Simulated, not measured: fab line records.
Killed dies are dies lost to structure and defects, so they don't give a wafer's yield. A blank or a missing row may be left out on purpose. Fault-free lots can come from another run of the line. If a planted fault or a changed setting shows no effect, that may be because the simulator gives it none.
Matching of chambers || flow nand-harc || NHARC_A_BLC_STRIP_21 on rie-diel-01: 4 sister chambers
The step strips in O2. 7 wafers are shown with their chamber, then 8 later ones without.

## WAFERS, EACH WITH ITS CHAMBER
{"wafer": "L078.2", "chamber": 0, "showerhead-plenum-p-Torr (Torr)": 3.49, "throttle-valve-pct (%)": 17.041}
{"wafer": "L078.3", "chamber": 1, "showerhead-plenum-p-Torr (Torr)": 3.77, "throttle-valve-pct (%)": 17.035}
{"wafer": "L078.4", "chamber": 2, "showerhead-plenum-p-Torr (Torr)": 3.72, "throttle-valve-pct (%)": 17.049}
{"wafer": "L082.1", "chamber": 2, "showerhead-plenum-p-Torr (Torr)": 3.71, "throttle-valve-pct (%)": 17.041}
{"wafer": "L082.5", "chamber": 3, "showerhead-plenum-p-Torr (Torr)": 3.35, "throttle-valve-pct (%)": 17.026}
{"wafer": "L082.6", "chamber": 0, "showerhead-plenum-p-Torr (Torr)": 3.49, "throttle-valve-pct (%)": 17.027}
{"wafer": "L086.1", "chamber": 1, "showerhead-plenum-p-Torr (Torr)": 3.76, "throttle-valve-pct (%)": 17.043}

## WAFERS MISSING THEIR CHAMBER
{"wafer": "L086.2", "showerhead-plenum-p-Torr (Torr)": 3.35, "throttle-valve-pct (%)": 17.032}
{"wafer": "L086.4", "showerhead-plenum-p-Torr (Torr)": 3.49, "throttle-valve-pct (%)": 17.045}
{"wafer": "L085.1", "showerhead-plenum-p-Torr (Torr)": 3.76, "throttle-valve-pct (%)": 17.042}
{"wafer": "L085.4", "showerhead-plenum-p-Torr (Torr)": 3.35, "throttle-valve-pct (%)": 17.034}
{"wafer": "L085.6", "showerhead-plenum-p-Torr (Torr)": 3.49, "throttle-valve-pct (%)": 17.017}
{"wafer": "L091.4", "showerhead-plenum-p-Torr (Torr)": 3.49, "throttle-valve-pct (%)": 17.041}
{"wafer": "L091.5", "showerhead-plenum-p-Torr (Torr)": 3.35, "throttle-valve-pct (%)": 17.052}
{"wafer": "L091.6", "showerhead-plenum-p-Torr (Torr)": 3.71, "throttle-valve-pct (%)": 17.046}

## WHICH CHAMBER EACH WENT THROUGH
{"wafer": "L086.2", "from the rows above": 3, "in truth": 3}
{"wafer": "L086.4", "from the rows above": 0, "in truth": 0}
{"wafer": "L085.1", "from the rows above": 1, "in truth": 1}
{"wafer": "L085.4", "from the rows above": 3, "in truth": 3}
{"wafer": "L085.6", "from the rows above": 0, "in truth": 0}
{"wafer": "L091.4", "from the rows above": 0, "in truth": 0}
{"wafer": "L091.5", "from the rows above": 3, "in truth": 3}
{"wafer": "L091.6", "from the rows above": 2, "in truth": 2}
8 of 8 placed correctly. From these rows, 0 cannot be placed. Number placed wrongly: 0.
How it was worked out, from the rows above alone: a wafer's distance from a chamber is the root of the sum, over the readings, of the square of ((its reading less the chamber's mean) divided by the reading's scatter). If the next closest chamber is less than 2 further off than the closest, the wafer can't be placed; otherwise it belongs to the closest. The mean given for a chamber averages the wafers shown for that chamber. The scatter: take each reading less its chamber's mean, square it, sum over the shown wafers, divide by the number of wafers less the number of chambers, and take the root.
